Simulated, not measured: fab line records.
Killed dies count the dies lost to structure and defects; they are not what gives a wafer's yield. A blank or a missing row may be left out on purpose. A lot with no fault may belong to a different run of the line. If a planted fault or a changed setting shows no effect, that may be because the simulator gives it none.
Chamber matching + flow n5 finfet + 4 sister chambers for N5_BEOL_M5_ETCH_75 on rie diel-01
The step etches underlayer in N2/H2, target depth 6.5 nm, time 5.2 s. 20 wafers are shown with their chamber, then 10 later ones without.

EACH WAFER AND ITS CHAMBER
| wafer  | chamber | showerhead plenum p Torr (Torr) | drypump motor current A (A) | throttle valve pct (%) |
|--------|---------|---------------------------------|-----------------------------|------------------------|
| L075.1 | 3       | 2.57                            | 5.16                        | 17.86                  |
| L075.2 | 0       | 2.43                            | 5.42                        | 17.87                  |
| L075.3 | 2       | 2.60                            | 5.68                        | 18.24                  |
| L079.1 | 3       | 2.57                            | 5.16                        | 17.88                  |
| L079.4 | 1       | 2.61                            | 5.50                        | 17.35                  |
| L079.6 | 0       | 2.43                            | 5.44                        | 17.89                  |
| L080.4 | 3       | 2.57                            | 5.16                        | 17.89                  |
| L080.5 | 0       | 2.43                            | 5.43                        | 17.91                  |
| L080.6 | 3       | 2.57                            | 5.15                        | 17.89                  |
| L083.2 | 3       | 2.57                            | 5.16                        | 17.92                  |
| L083.4 | 0       | 2.43                            | 5.43                        | 17.92                  |
| L083.6 | 3       | 2.57                            | 5.17                        | 17.87                  |
| L084.1 | 1       | 2.60                            | 5.46                        | 17.34                  |
| L084.2 | 3       | 2.57                            | 5.15                        | 17.88                  |
| L084.6 | 0       | 2.43                            | 5.43                        | 17.94                  |
| L085.1 | 3       | 2.57                            | 5.16                        | 17.90                  |
| L085.5 | 3       | 2.57                            | 5.13                        | 17.88                  |
| L085.6 | 1       | 2.60                            | 5.48                        | 17.39                  |
| L089.1 | 3       | 2.56                            | 5.15                        | 17.91                  |
| L089.3 | 0       | 2.42                            | 5.41                        | 17.95                  |

SIGNATURES (averages over the wafers above)
| reading                  | chamber 0 | chamber 1 | chamber 2 | chamber 3 | scatter within a chamber |
|--------------------------|-----------|-----------|-----------|-----------|--------------------------|
| showerhead plenum p Torr | 2.4283    | 2.6033    | 2.6000    | 2.5690    | 0.00387                  |
| drypump motor current A  | 5.4267    | 5.4800    | 5.6800    | 5.1550    | 0.0122                   |
| throttle valve pct       | 17.9133   | 17.3600   | 18.2400   | 17.8880   | 0.0236                   |
Rule: for a wafer and a chamber, the distance is found by dividing, reading by reading, the gap between the wafer's reading and the chamber's mean by the reading's scatter, squaring, summing and taking the root. The wafer belongs to the nearest chamber; if the next one is less than 2 further off, it can't be placed. The scatter: take each reading less its chamber's mean, square it, sum over the shown wafers, divide by the number of wafers less the number of chambers, and take the root.

WAFERS WITH NO CHAMBER GIVEN
| wafer  | showerhead plenum p Torr (Torr) | drypump motor current A (A) | throttle valve pct (%) |
|--------|---------------------------------|-----------------------------|------------------------|
| L089.4 | 2.56                            | 5.16                        | 17.90                  |
| L088.1 | 2.59                            | 5.48                        | 17.41                  |
| L088.4 | 2.56                            | 5.16                        | 17.90                  |
| L088.5 | 2.59                            | 5.77                        | 17.86                  |
| L094.1 | 2.59                            | 5.73                        | 17.87                  |
| L094.2 | 2.59                            | 5.45                        | 17.42                  |
| L094.6 | 2.42                            | 5.43                        | 17.98                  |
| L095.3 | 2.59                            | 5.75                        | 17.84                  |
| L095.5 | 2.55                            | 5.16                        | 17.96                  |
| L095.6 | 2.59                            | 5.73                        | 17.82                  |

CHAMBER TAKEN BY EACH
| wafer  | from the rows above | in truth |
|--------|---------------------|----------|
| L089.4 | 3                   | 3        |
| L088.1 | 1                   | 1        |
| L088.4 | 3                   | 3        |
| L088.5 | 2                   | 2        |
| L094.1 | 2                   | 2        |
| L094.2 | 1                   | 1        |
| L094.6 | 0                   | 0        |
| L095.3 | 2                   | 2        |
| L095.5 | 3                   | 3        |
| L095.6 | 2                   | 2        |
Placed correctly: 10 of 10. Left unplaced by these rows: 0. Placed wrongly: 0.
